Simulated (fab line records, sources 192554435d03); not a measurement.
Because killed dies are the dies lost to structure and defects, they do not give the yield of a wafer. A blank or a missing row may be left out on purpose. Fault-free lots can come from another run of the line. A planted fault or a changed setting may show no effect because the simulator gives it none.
Lot-split experiment || flow n5-finfet || 7 lots, 39 wafers read, on a route of 1938 steps

== ON THE SPLIT ==
At N5_MOL_CONTACT_COAG_ETCH_106 (etches SOC in N2/H2, target depth 80 nm, overetch 16 nm, time 120 s), the setting source-w was moved away from the recipe's 840 W on 12 of the 39 wafers read, by -18.6% to -6.5%. All remaining wafers had this setting at the recipe value.

The reading is taken at the split's own step.

== THE READING ==
rf-vpp-V, in V, at N5_MOL_CONTACT_COAG_ETCH_106 (etches SOC in N2/H2, target depth 80 nm, overetch 16 nm, time 120 s). On this fab line, fault-free wafers typically give 524.1 V with a standard deviation of 2.6 V.

{"wafer": "L079.1", "tool, chamber at the split": "rie-diel-01, 0", "source-w as run, W": 840, "against the recipe": "recipe", "rf-vpp-V, V": 521.9, "against lot-mates on the recipe": "-"}
{"wafer": "L079.4", "tool, chamber at the split": "rie-diel-01, 3", "source-w as run, W": 840, "against the recipe": "recipe", "rf-vpp-V, V": 528.6, "against lot-mates on the recipe": "-"}
{"wafer": "L079.5", "tool, chamber at the split": "rie-diel-01, 3", "source-w as run, W": 840, "against the recipe": "recipe", "rf-vpp-V, V": 528.1, "against lot-mates on the recipe": "-"}
{"wafer": "L085.1", "tool, chamber at the split": "rie-diel-01, 0", "source-w as run, W": 840, "against the recipe": "recipe", "rf-vpp-V, V": 524.1, "against lot-mates on the recipe": "-"}
{"wafer": "L085.2", "tool, chamber at the split": "rie-diel-01, 3", "source-w as run, W": 840, "against the recipe": "recipe", "rf-vpp-V, V": 528.7, "against lot-mates on the recipe": "-"}
{"wafer": "L085.3", "tool, chamber at the split": "rie-diel-01, 2", "source-w as run, W": 840, "against the recipe": "recipe", "rf-vpp-V, V": 526.4, "against lot-mates on the recipe": "-"}
{"wafer": "L085.4", "tool, chamber at the split": "rie-diel-01, 3", "source-w as run, W": 840, "against the recipe": "recipe", "rf-vpp-V, V": 528.7, "against lot-mates on the recipe": "-"}
{"wafer": "L085.5", "tool, chamber at the split": "rie-diel-01, 2", "source-w as run, W": 840, "against the recipe": "recipe", "rf-vpp-V, V": 525.7, "against lot-mates on the recipe": "-"}
{"wafer": "L085.6", "tool, chamber at the split": "rie-diel-01, 0", "source-w as run, W": 840, "against the recipe": "recipe", "rf-vpp-V, V": 524.0, "against lot-mates on the recipe": "-"}
{"wafer": "L086.1", "tool, chamber at the split": "rie-diel-01, 3", "source-w as run, W": 765.6, "against the recipe": "-8.9%", "rf-vpp-V, V": 543.3, "against lot-mates on the recipe": "+19.4"}
{"wafer": "L086.2", "tool, chamber at the split": "rie-diel-01, 2", "source-w as run, W": 765.6, "against the recipe": "-8.9%", "rf-vpp-V, V": 543.8, "against lot-mates on the recipe": "+19.9"}
{"wafer": "L086.3", "tool, chamber at the split": "rie-diel-01, 1", "source-w as run, W": 765.6, "against the recipe": "-8.9%", "rf-vpp-V, V": 540.5, "against lot-mates on the recipe": "+16.6"}
{"wafer": "L086.4", "tool, chamber at the split": "rie-diel-01, 0", "source-w as run, W": 840, "against the recipe": "recipe", "rf-vpp-V, V": 523.2, "against lot-mates on the recipe": "-"}
{"wafer": "L086.5", "tool, chamber at the split": "rie-diel-01, 2", "source-w as run, W": 840, "against the recipe": "recipe", "rf-vpp-V, V": 526.1, "against lot-mates on the recipe": "-"}
{"wafer": "L086.6", "tool, chamber at the split": "rie-diel-01, 1", "source-w as run, W": 840, "against the recipe": "recipe", "rf-vpp-V, V": 522.5, "against lot-mates on the recipe": "-"}
{"wafer": "L092.1", "tool, chamber at the split": "rie-diel-06, 3", "source-w as run, W": 698, "against the recipe": "-16.9%", "rf-vpp-V, V": 553.2, "against lot-mates on the recipe": "+29.8"}
{"wafer": "L092.2", "tool, chamber at the split": "rie-diel-06, 2", "source-w as run, W": 840, "against the recipe": "recipe", "rf-vpp-V, V": 520.7, "against lot-mates on the recipe": "-"}
{"wafer": "L092.3", "tool, chamber at the split": "rie-diel-06, 1", "source-w as run, W": 840, "against the recipe": "recipe", "rf-vpp-V, V": 524.1, "against lot-mates on the recipe": "-"}
{"wafer": "L092.4", "tool, chamber at the split": "rie-diel-06, 1", "source-w as run, W": 840, "against the recipe": "recipe", "rf-vpp-V, V": 525.4, "against lot-mates on the recipe": "-"}
{"wafer": "L092.5", "tool, chamber at the split": "rie-diel-06, 2", "source-w as run, W": 698, "against the recipe": "-16.9%", "rf-vpp-V, V": 554.4, "against lot-mates on the recipe": "+31.0"}
{"wafer": "L092.6", "tool, chamber at the split": "rie-diel-06, 3", "source-w as run, W": 698, "against the recipe": "-16.9%", "rf-vpp-V, V": 554.9, "against lot-mates on the recipe": "+31.5"}
{"wafer": "L094.1", "tool, chamber at the split": "rie-diel-03, 1", "source-w as run, W": 840, "against the recipe": "recipe", "rf-vpp-V, V": 522.1, "against lot-mates on the recipe": "-"}
{"wafer": "L094.2", "tool, chamber at the split": "rie-diel-03, 0", "source-w as run, W": 785.7, "against the recipe": "-6.5%", "rf-vpp-V, V": 537.3, "against lot-mates on the recipe": "+15.0"}
{"wafer": "L094.3", "tool, chamber at the split": "rie-diel-03, 3", "source-w as run, W": 785.7, "against the recipe": "-6.5%", "rf-vpp-V, V": 538.3, "against lot-mates on the recipe": "+16.0"}
{"wafer": "L094.4", "tool, chamber at the split": "rie-diel-03, 2", "source-w as run, W": 840, "against the recipe": "recipe", "rf-vpp-V, V": 520.1, "against lot-mates on the recipe": "-"}
{"wafer": "L094.5", "tool, chamber at the split": "rie-diel-03, 3", "source-w as run, W": 840, "against the recipe": "recipe", "rf-vpp-V, V": 524.7, "against lot-mates on the recipe": "-"}
{"wafer": "L094.6", "tool, chamber at the split": "rie-diel-03, 2", "source-w as run, W": 785.7, "against the recipe": "-6.5%", "rf-vpp-V, V": 530.2, "against lot-mates on the recipe": "+7.9"}
{"wafer": "L096.1", "tool, chamber at the split": "rie-diel-03, 2", "source-w as run, W": 840, "against the recipe": "recipe", "rf-vpp-V, V": 521.2, "against lot-mates on the recipe": "-"}
{"wafer": "L096.2", "tool, chamber at the split": "rie-diel-03, 3", "source-w as run, W": 840, "against the recipe": "recipe", "rf-vpp-V, V": 526.1, "against lot-mates on the recipe": "-"}
{"wafer": "L096.3", "tool, chamber at the split": "rie-diel-03, 3", "source-w as run, W": 840, "against the recipe": "recipe", "rf-vpp-V, V": 524.2, "against lot-mates on the recipe": "-"}
{"wafer": "L096.4", "tool, chamber at the split": "rie-diel-03, 2", "source-w as run, W": 840, "against the recipe": "recipe", "rf-vpp-V, V": 518.9, "against lot-mates on the recipe": "-"}
{"wafer": "L096.5", "tool, chamber at the split": "rie-diel-03, 2", "source-w as run, W": 840, "against the recipe": "recipe", "rf-vpp-V, V": 519.9, "against lot-mates on the recipe": "-"}
{"wafer": "L096.6", "tool, chamber at the split": "rie-diel-03, 3", "source-w as run, W": 840, "against the recipe": "recipe", "rf-vpp-V, V": 524.2, "against lot-mates on the recipe": "-"}
{"wafer": "L097.1", "tool, chamber at the split": "rie-diel-03, 0", "source-w as run, W": 683.4, "against the recipe": "-18.6%", "rf-vpp-V, V": 562.5, "against lot-mates on the recipe": "+41.4"}
{"wafer": "L097.2", "tool, chamber at the split": "rie-diel-03, 3", "source-w as run, W": 683.4, "against the recipe": "-18.6%", "rf-vpp-V, V": 561.6, "against lot-mates on the recipe": "+40.5"}
{"wafer": "L097.3", "tool, chamber at the split": "rie-diel-03, 2", "source-w as run, W": 840, "against the recipe": "recipe", "rf-vpp-V, V": 519.4, "against lot-mates on the recipe": "-"}
{"wafer": "L097.4", "tool, chamber at the split": "rie-diel-03, 2", "source-w as run, W": 840, "against the recipe": "recipe", "rf-vpp-V, V": 518.2, "against lot-mates on the recipe": "-"}
{"wafer": "L097.5", "tool, chamber at the split": "rie-diel-03, 0", "source-w as run, W": 840, "against the recipe": "recipe", "rf-vpp-V, V": 525.8, "against lot-mates on the recipe": "-"}
{"wafer": "L097.6", "tool, chamber at the split": "rie-diel-03, 3", "source-w as run, W": 683.4, "against the recipe": "-18.6%", "rf-vpp-V, V": 563.1, "against lot-mates on the recipe": "+42.0"}

FIT RESULTS
A straight line over all 39 wafers: rf-vpp-V changes by -1.96 V for each +1% of source-w; r = -0.97; the points scatter about the line by 3 V.
The same after taking each lot's own level away (the mean of its wafers on the recipe; 39 wafers): -2.04 V for each +1%; r = -0.98; scatter 2.7 V.
That fit puts the effect of the largest move of source-w on the reading at 38 V.
Measured against the standard deviation above, the lots' own levels, which go from 521.13 to 526.27 V, span 2.0 times it.
Consequently the slope shifts little with the lot-to-lot level, the two slopes agreeing.
Check: for one of the wafers moved furthest among these (-18.6%), held out of the fit, the line's prediction against its lot-mates is +37.4 V. Against them it came out at +41.4 V.
Tool readings at the split's step, against how far the setting was moved: rf-vpp-V r = -0.97.

== OTHER SPLITS ON THESE WAFERS ==
These wafers also went through other splits before the reading. Each is held against what the fit with the lots' levels taken away leaves over:
{"other split on the same wafers": "N5_DUMMY_GATE_EXPOSE_12 dose-mj", "wafers away from the commonest value": 18, "r with rf-vpp-V (lot level and that fit taken away)": "+0.01"}
{"other split on the same wafers": "N5_DUMMY_GATE_ETCH_31 target-depth-a", "wafers away from the commonest value": 12, "r with rf-vpp-V (lot level and that fit taken away)": "+0.12"}
{"other split on the same wafers": "N5_SD_EPI_P_ETCH_36 bias-w", "wafers away from the commonest value": 15, "r with rf-vpp-V (lot level and that fit taken away)": -0.09}
{"other split on the same wafers": "N5_SD_EPI_P_ETCH_37 source-w", "wafers away from the commonest value": 18, "r with rf-vpp-V (lot level and that fit taken away)": -0.23}

== THE FILE'S OWN FIT ==
rf-vpp-V changes by -2.04 V for each +1% of source-w, r = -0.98.
